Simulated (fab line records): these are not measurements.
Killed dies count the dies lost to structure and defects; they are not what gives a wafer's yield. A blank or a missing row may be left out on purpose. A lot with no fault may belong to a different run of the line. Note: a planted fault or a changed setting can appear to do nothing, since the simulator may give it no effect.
fab line records -- flow n5Finfet
record lots=6, wafers=18, lastDay=17
route steps=1938 shown BEOL_M7@1317 PASSIVATION@1936
lots untouched by any fault: they come from a run of this same line in which no faults occurred
startH: hours from the record's opening day to when the first of the lot's shown wafers began -- waitH: hours from the lot's prior step to this one -- " the same as in the row above -- L1.1+2: one row covering several wafers at once -- - no value, or no start given -- * or withheld: withheld -- < > ~ a bound
route shown NAME@n: NAME is a module with steps in the file, n the number in the route of the first one -- usual: mean and standard deviation over wafers with no fault -- same: alike in all rows -- chamber/n: place in a boat -- sites: each site's reading -- _std_site: how widely they spread, as a standard deviation -- _edge_site: inner sites' mean taken away from outer sites' mean -- radiusMm: for every site, how far away it sits from the centre of the wafer -- mask NAME#n: copy n -- behind: the tool/chamber that last shaped the wafer -- hold: reason for holding the lot/hours on hold/outcome of the hold -- device: whichever transistor did not switch (one of n, p or np) -- end of line: tests run on the same wafers once the route is complete -- a step with no rows: only its recipe -- killed: the dies lost at the first sort to structure and to defects; this is not the yield of the wafer -- map: dies across one wafer; x = killed, . = not, _ = none there
set.NAME: the setting the step ran with; set.NAME@STEP: the setting that earlier step ran with -- model.NAME: the simulator's own value behind a step, which no gauge read
lots at some steps of the route; a table a step, a row a wafer
services: when a tool's chamber went out of use (startH, in hours from the record's first day, below 0 if earlier), for how many hours, and the reason
## steps
# step N5_BEOL_M7_CURE_75
# recipe tempC=370, timeS=120, ambient=DMADMS/He, material=SiCOH_lowk
# usual lampPowerPct=52.31/0.05, wafer_temp_C_max=372.1/0.81
# same timeS=120
lot.wafer,tool,chamber,startH,waitH,lampPowerPct,wafer_temp_C_max
L403.2,uvCure-01,1,253.57,0.1,52.29,371.6
L403.4,uvCure-01,1,253.57,0.1,52.30,372.1
L403.5,uvCure-01,1,253.57,0.1,52.31,371.8
L404.1,uvCure-03,2,265.39,0.0,52.25,371.5
L404.2,uvCure-03,2,265.39,0.0,52.26,371.9
L404.3,uvCure-03,2,265.39,0.0,52.30,371.4
L407.1,uvCure-02,1,286.01,0.0,52.33,372.2
L407.2,uvCure-02,1,286.01,0.0,52.46,372.3
L407.4,uvCure-02,1,286.01,0.0,52.27,371.8
L405.1,uvCure-02,1,291.35,0.0,52.32,372.4
L405.2,uvCure-02,1,291.35,0.0,52.29,372.6
L405.3,uvCure-02,1,291.35,0.0,52.28,371.9
L414.3,uvCure-01,2,331.23,0.2,52.41,372.4
L414.5,uvCure-01,2,331.23,0.2,52.29,373.4
L414.6,uvCure-01,2,331.23,0.2,52.36,371.9
L413.2,uvCure-03,2,332.69,0.1,52.30,371.5
L413.4,uvCure-03,2,332.69,0.1,52.29,372.3
L413.6,uvCure-03,2,332.69,0.1,52.32,371.4
# step N5_BEOL_M7_DEGAS_44
# recipe ambient=vacuum, tempC=250, timeS=60
# step N5_BEOL_M7_PRE_CLEAN_45
# recipe gas=H2/He, timeS=30, tempC=250
# usual heaterPowerW=330/34
# same timeS=30
lot.wafer,tool,chamber,startH,waitH,heaterPowerW
L403.2,pvdSputter-01,-,253.92,0.0,292
L403.4,pvdSputter-01,-,253.92,0.0,283
L403.5,pvdSputter-01,-,253.92,0.0,359
L404.1,pvdSputter-02,-,265.76,0.0,320
L404.2,pvdSputter-02,-,265.76,0.0,372
L404.3,pvdSputter-02,-,265.76,0.0,309
L407.1,pvdSputter-02,-,286.92,0.0,316
L407.2,pvdSputter-02,-,286.92,0.0,384
L407.4,pvdSputter-02,-,286.92,0.0,307
L405.1,pvdSputter-02,-,291.77,0.0,308
L405.2,pvdSputter-02,-,291.77,0.0,380
L405.3,pvdSputter-02,-,291.77,0.0,376
L414.3,pvdSputter-03,-,332.55,0.0,347
L414.5,pvdSputter-03,-,332.55,0.0,306
L414.6,pvdSputter-03,-,332.55,0.0,370
L413.2,pvdSputter-02,-,333.37,0.0,375
L413.4,pvdSputter-02,-,333.37,0.0,303
L413.6,pvdSputter-02,-,333.37,0.0,379
# step N5_BEOL_M7_ALD_77
# recipe material=TaN, targetThkA=20, tempC=275, aldPrecursorFamily=PDMAT, aldCoReactant=NH3, pressureTorr=3, carrierFlowSccm=1500, pulseTimeS=2, purgeTimeS=3, coReactantPurgeTimeS=2, coReactantPulseTimeS=3, aldCycles=40, precursorVesselTempC=75, precursorVesselPressureTorr=26.25, precursorVesselCarrierSccm=1000
# usual heaterPowerW=414/67, mfcCarrierSccm=1500/4.5
# same purgeTimeS=3
lot.wafer,tool,chamber,startH,waitH,heaterPowerW,mfcCarrierSccm,sinceWetCleanH
L403.2,aldMetal-01,1,253.98,0.0,466,1495,6071
L403.4,aldMetal-01,0,253.98,0.0,451,1509,6071
L403.5,aldMetal-01,2,253.98,0.0,377,1502,-
L404.1,aldMetal-01,1,265.83,0.0,472,1509,6083
L404.2,aldMetal-01,3,265.83,0.0,327,1502,6083
L404.3,aldMetal-01,2,265.83,0.0,364,1497,6083
L407.1,aldMetal-04,1,286.98,0.0,577,1503,3027
L407.2,aldMetal-04,3,286.98,0.0,358,1501,3027
L407.4,aldMetal-04,0,286.98,0.0,324,1496,3027
L405.1,aldMetal-02,2,291.91,0.1,390,1503,1493
L405.2,aldMetal-02,3,291.91,0.1,405,1508,1493
L405.3,aldMetal-02,1,291.91,0.1,477,1498,1493
L414.3,aldMetal-04,0,332.62,0.0,333,1497,3072
L414.5,aldMetal-04,2,332.62,0.0,456,1506,-
L414.6,aldMetal-04,1,332.62,0.0,575,1501,-
L413.2,aldMetal-02,2,333.43,0.0,388,1498,1535
L413.4,aldMetal-02,3,333.43,0.0,410,1496,1535
L413.6,aldMetal-02,2,333.43,0.0,393,1502,-
# step N5_BEOL_M7_SURFACE_TREAT_79
# recipe gas=Ar, timeS=*, ionEnergyEv=*, ionCurrentMaCm2=0.5, pressureMtorr=*, arFlowSccm=30
# usual throttleValvePct=*
# same timeS=*
lot.wafer,tool,chamber,startH,waitH,throttleValvePct
L403.2,pvdSputter-02,-,254.29,0.2,*
L403.4,pvdSputter-02,-,254.29,0.2,*
L403.5,pvdSputter-02,-,254.29,0.2,*
L404.1,pvdSputter-01,-,266.25,0.3,*
L404.2,pvdSputter-01,-,266.25,0.3,*
L404.3,pvdSputter-01,-,266.25,0.3,*
L407.1,pvdSputter-02,-,287.66,0.5,*
L407.2,pvdSputter-02,-,287.66,0.5,*
L407.4,pvdSputter-02,-,287.66,0.5,*
L405.1,pvdSputter-03,-,292.19,0.2,*
L405.2,pvdSputter-03,-,292.19,0.2,*
L405.3,pvdSputter-03,-,292.19,0.2,*
L414.3,pvdSputter-03,-,332.95,0.2,*
L414.5,pvdSputter-03,-,332.95,0.2,*
L414.6,pvdSputter-03,-,332.95,0.2,*
L413.2,pvdSputter-01,-,333.79,0.2,*
L413.4,pvdSputter-01,-,333.79,0.2,*
L413.6,pvdSputter-01,-,333.79,0.2,*
# step N5_BEOL_M7_CVD_78
# recipe material=Co, targetThkA=20, tempC=withheld, precursor=CCTBA/H2, pressureTorr=30, timeS=142.3
# step N5_BEOL_M7_SPUTTER_48
# recipe material=Cu, targetThkA=100, tempC=-20, biasV=60, powerW=26000, chamberPressurePa=0.13, timeS=1.667
# usual chuckSensorTempC=-16.0/0.59, throttleValvePct=30.3/1.1
# same timeS=1.667
lot.wafer,tool,chamber,startH,waitH,chuckSensorTempC,throttleValvePct
L403.2,pvdSputter-03,-,254.71,0.2,-15.2,31.5
L403.4,pvdSputter-03,-,254.71,0.2,-16.3,30.8
L403.5,pvdSputter-03,-,254.71,0.2,-15.5,29.2
L404.1,pvdSputter-01,-,266.43,0.1,-15.8,29.9
L404.2,pvdSputter-01,-,266.43,0.1,-16.1,29.4
L404.3,pvdSputter-01,-,266.43,0.1,-16.0,29.3
L407.1,pvdSputter-01,-,288.06,0.1,-14.9,31.8
L407.2,pvdSputter-01,-,288.06,0.1,-15.7,29.9
L407.4,pvdSputter-01,-,288.06,0.1,-15.9,29.3
L405.1,pvdSputter-03,-,292.87,0.3,-16.4,30.4
L405.2,pvdSputter-03,-,292.87,0.3,-15.6,29.4
L405.3,pvdSputter-03,-,292.87,0.3,-15.2,31.6
L414.3,pvdSputter-02,-,333.21,0.1,-16.7,29.9
L414.5,pvdSputter-02,-,333.21,0.1,-16.6,30.2
L414.6,pvdSputter-02,-,333.21,0.1,-16.2,31.6
L413.2,pvdSputter-01,-,334.19,0.3,-15.6,30.0
L413.4,pvdSputter-01,-,334.19,0.3,-15.1,31.7
L413.6,pvdSputter-01,-,334.19,0.3,-15.8,29.4
# step N5_BEOL_M7_ECD_50
# recipe material=Cu, targetThkA=3000
# step N5_BEOL_M7_ANNEAL_51
# recipe tempC=225, timeS=90, ambient=N2
# step N5_BEOL_M7_CMP_52
# recipe stopOn=SiCOH_lowk, tOverpolishS=6.9, downForcePsi=1, platenRpm=50, clearingPlatenDownForcePsi=1.5, clearingPlatenRpm=50, postCmpClean=cuAlkaline, targetThkNm=80, clearingPlatenPadVelocityMS=0.99484, padVelocityMS=0.99484
# step N5_BEOL_M7_THK_MEAS_53
# recipe thkMeasGauge=xrf, reads=Cu_of_BEOL_M7_ECD_50
# usual M7_THK=80.4/2
lot.wafer,tool,chamber,startH,waitH,M7_THK[nm]
L403.2,filmMetro-01,-,255.52,-,77.8
L403.4,filmMetro-01,-,255.52,-,77.0
L403.5,filmMetro-01,-,255.52,-,80.4
L404.1,filmMetro-02,-,267.31,-,79.3
L404.2,filmMetro-02,-,267.31,-,76.6
L404.3,filmMetro-02,-,267.31,-,80.6
L407.1,filmMetro-01,-,289.58,-,83.0
L407.2,filmMetro-01,-,289.58,-,81.8
L407.4,filmMetro-01,-,289.58,-,82.7
L405.1,filmMetro-02,-,293.68,-,78.1
L405.2,filmMetro-02,-,293.68,-,80.4
L405.3,filmMetro-02,-,293.68,-,78.8
L414.3,filmMetro-01,-,334.01,-,80.2
L414.5,filmMetro-01,-,334.01,-,81.3
L414.6,filmMetro-01,-,334.01,-,76.9
L413.2,filmMetro-02,-,335.14,-,79.7
L413.4,filmMetro-02,-,335.14,-,79.2
L413.6,filmMetro-02,-,335.14,-,77.9
# step N5_BEOL_M7_PRE_CLEAN_55
# recipe gas=NH3, timeS=15, tempC=withheld, rfPowerW=300
# step N5_BEOL_M7_DEP_56
# recipe material=SiCN, targetThkA=100, tempC=withheld, precursor=3MS/NH3, pressureTorr=3, rfW=202, timeS=17.5
# usual showerheadPlenumPTorr=3.662/0.014, throttleValvePct=8.9/0.65
lot.wafer,tool,chamber,startH,waitH,showerheadPlenumPTorr,sinceWetCleanH,throttleValvePct,model.SiCN_of_BEOL_M7_DEP_56.thkNm
L403.2,pecvd-03,1,255.58,0.0,3.680,1684,9.6,9.8
L403.4,pecvd-03,1,255.58,0.0,3.670,-,9.7,9.8
L403.5,pecvd-03,0,255.58,0.0,3.663,-,9.0,10
L404.1,pecvd-03,1,267.37,0.0,3.664,1696,10.0,9.8
L404.2,pecvd-03,0,267.37,0.0,3.671,971,9.3,9.8
L404.3,pecvd-03,2,267.37,0.0,3.681,217,7.9,9.8
L407.1,pecvd-03,2,289.64,0.0,3.666,240,8.3,9.8
L407.2,pecvd-03,0,289.64,0.0,3.667,994,9.6,15
L407.4,pecvd-03,0,289.64,0.0,3.662,-,9.3,15.4
L405.1,pecvd-03,2,293.74,0.0,3.683,244,8.2,10
L405.2,pecvd-03,0,293.74,0.0,3.650,998,9.2,15
L405.3,pecvd-03,1,293.74,0.0,3.664,1723,9.8,9.8
L414.3,pecvd-04,2,334.08,0.0,3.653,103,8.2,10
L414.5,pecvd-04,0,334.08,0.0,3.659,-,8.8,10.2
L414.6,pecvd-04,2,334.08,0.0,3.636,-,8.0,10.2
L413.2,pecvd-04,2,335.20,0.0,3.647,104,8.3,10
L413.4,pecvd-04,2,335.20,0.0,3.642,-,8.0,10.2
L413.6,pecvd-04,0,335.20,0.0,3.655,-,8.7,10.2
# step N5_BEOL_M7_RS_MEAS_57
# recipe thkMeasGauge=four-point-probe, reads=Cu_of_BEOL_M7_ECD_50+Co_of_BEOL_M7_CVD_78+TaN_of_BEOL_M7_ALD_77
# usual M7_RS=0.287/0.0082
lot.wafer,tool,chamber,startH,waitH,M7_RS[ohm/sq]
L403.2,filmMetro-01,-,255.65,0.1,0.295
L403.4,filmMetro-01,-,255.65,0.1,0.299
L403.5,filmMetro-01,-,255.65,0.1,0.284
L404.1,filmMetro-02,-,267.44,0.1,0.290
L404.2,filmMetro-02,-,267.44,0.1,0.303
L404.3,filmMetro-02,-,267.44,0.1,0.283
L407.1,filmMetro-02,-,289.71,0.1,0.278
L407.2,filmMetro-02,-,289.71,0.1,0.282
L407.4,filmMetro-02,-,289.71,0.1,0.279
L405.1,filmMetro-02,-,293.81,0.1,0.298
L405.2,filmMetro-02,-,293.81,0.1,0.285
L405.3,filmMetro-02,-,293.81,0.1,0.293
L414.3,filmMetro-01,-,334.15,0.1,0.288
L414.5,filmMetro-01,-,334.15,0.1,0.286
L414.6,filmMetro-01,-,334.15,0.1,0.306
L413.2,filmMetro-02,-,335.27,0.1,0.290
L413.4,filmMetro-02,-,335.27,0.1,0.290
L413.6,filmMetro-02,-,335.27,0.1,0.296
# step N5_PASSIVATION_PROBE_49
# usual defectLimitedYield=91.6/1.4, killed_at_M0_to_M3=33/9.7, killed_at_M4_up=13/5.4, killedAtContacts=13/6.6, killedAtFrontEnd=36/11, killedAtOther=3.9/3, killedDies=99/16, killedOnRim=13/3.8, killedOpen=66/12, killedShort=32/7.9, sort_bin_5_function=4.9/0.9, sort_bin_6_memory=3.2/0.67, sortNPass=1081/16, sortYieldPct=91.6/1.4
# same grossDies=1180, killedAtBackSide=0, sort_bin_4_leakage[%]=0, sort_bin_8_speed[%]=0
lot.wafer,tool,chamber,startH,waitH,defectLimitedYield[%],killed_at_M0_to_M3,killed_at_M4_up,killedAtContacts,killedAtFrontEnd,killedAtOther,killedDies,killedOnRim,killedOpen,killedShort,sort_bin_5_function[%],sort_bin_6_memory[%],sortNPass,sortYieldPct[%]
L404.2,prober-01,-,340.60,0.1,93.0,20,8,17,35,3,83,12,49,34,3.9,2.6,1097,93.0
L404.3,prober-01,-,340.65,0.1,90.8,38,13,12,41,4,108,14,68,35,5.3,3.5,1072,90.8
L405.1,prober-02,-,370.30,0.0,92.6,36,13,19,16,3,87,9,55,29,3.6,3.1,1093,92.6
L405.2,prober-02,-,370.35,0.1,91.7,35,22,9,19,13,98,11,69,27,5.2,2.8,1082,91.7
L405.3,prober-02,-,370.40,0.1,91.5,37,19,21,22,1,100,15,71,26,6.0,2.4,1080,91.5
L414.3,prober-02,-,404.74,0.1,93.0,17,14,13,38,1,83,10,63,19,4.2,2.7,1097,93.0
L414.5,prober-02,-,404.84,0.2,90.0,34,17,11,47,9,118,20,80,36,6.2,3.6,1062,90.0
L414.6,prober-02,-,404.89,0.3,91.3,36,13,7,40,7,103,17,75,27,5.0,3.6,1077,91.3
# killed by level:class
L404.2 MOL_CONTACT_COAG:geometricParticle:open=10 MOL_CONTACT_COAG:geometricParticle:short=7 BEOL_M3:geometricParticle:open=7 FIN_SAQP:geometricParticle:short=6 STI_FIN_REVEAL:geometricParticle:open=6 DUMMY_GATE:geometricParticle:open=5 BEOL_M0_SAQP:geometricParticle:open=5 GATE_CUT:geometricParticle:short=5
L404.3 BEOL_M2:geometricParticle:open=12 FIN_SAQP:geometricParticle:short=11 BEOL_M1:geometricParticle:open=11 BEOL_M4:geometricParticle:open=9 MOL_CONTACT_COAG:geometricParticle:open=6 FIN_SAQP:geometricParticle:open=6 DUMMY_GATE:geometricParticle:open=6 MOL_CONTACT_COAG:geometricParticle:short=6
L405.1 BEOL_M0_SAQP:geometricParticle:open=16 MOL_CONTACT_COAG:geometricParticle:open=14 BEOL_M0_SAQP:geometricParticle:short=11 STI_FIN_REVEAL:geometricParticle:open=7 MOL_CONTACT_COAG:geometricParticle:short=5 BEOL_M4:geometricParticle:open=4 BEOL_M6:geometricParticle:open=3 STI_FIN_REVEAL:geometricParticle:short=2
L405.2 BEOL_M3:geometricParticle:open=13 MOL_CONTACT_COAG:geometricParticle:open=9 BEOL_M0_SAQP:geometricParticle:short=9 BEOL_M4:geometricParticle:open=6 BEOL_M0_SAQP:geometricParticle:open=5 BEOL_M2:geometricParticle:open=5 BEOL_M8:geometricParticle:open=5 MIM_TOP_ETCH:geometricParticle:open=4
L405.3 MOL_CONTACT_COAG:geometricParticle:open=15 BEOL_M3:geometricParticle:open=10 BEOL_M4:geometricParticle:open=8 BEOL_M0_SAQP:geometricParticle:short=7 BEOL_M2:geometricParticle:open=7 STI_FIN_REVEAL:geometricParticle:open=6 MOL_CONTACT_COAG:geometricParticle:short=6 BEOL_M0_SAQP:geometricParticle:open=5
L414.3 MOL_CONTACT_COAG:geometricParticle:open=12 STI_FIN_REVEAL:geometricParticle:open=12 BEOL_M2:geometricParticle:open=7 BEOL_M4:geometricParticle:open=7 FIN_SAQP:geometricParticle:open=5 ILD0:geometricParticle:open=5 BEOL_M0_SAQP:geometricParticle:open=4 STARTING-WAFER:geometricParticle:short=4
L414.5 FIN_SAQP:geometricParticle:open=15 STI_FIN_REVEAL:geometricParticle:open=13 MOL_CONTACT_COAG:geometricParticle:open=9 BEOL_M4:geometricParticle:open=7 BEOL_M0_SAQP:geometricParticle:open=7 FIN_SAQP:geometricParticle:short=6 BEOL_M0_SAQP:geometricParticle:short=6 BEOL_M2:geometricParticle:open=6
L414.6 BEOL_M2:geometricParticle:open=20 STI_FIN_REVEAL:geometricParticle:open=14 FIN_SAQP:geometricParticle:open=8 FIN_SAQP:geometricParticle:short=7 BEOL_M4:geometricParticle:open=7 MOL_CONTACT_COAG:geometricParticle:open=6 BEOL_M0_SAQP:geometricParticle:open=5 PAD_METAL:geometricParticle:open=4
## services
tool,chamber,startH,hours,kind
uvCure-03,-,249.72,1.2,repair
uvCure-02,-,259.75,6.0,pm
pecvd-04,1,262.26,5.5,scheduledDown
uvCure-02,-,265.75,1.0,pm
pecvd-03,-,297.75,2.6,repair
uvCure-02,-,299.32,24.9,pm
pecvd-03,0,302.05,8.0,repair
## key
firstSign none at tools or gauges
modelEffect step=N5_BEOL_M7_DEP_56, value=SiCN_of_BEOL_M7_DEP_56.thkNm, without=9.867, struck=15.13
metAt N5_BEOL_M7_DEP_56
struckWafers L405.2,L407.2,L407.4
onsetBetween 267.37 289.64
fault kind=processParameterDrift, tool=pecvd-03, chamber=0, onsetH=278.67, steps=N5_BEOL_M7_DEP_56, channel=timeS, offset=*, shape=step, endH=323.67, actsIn=*, stated=*
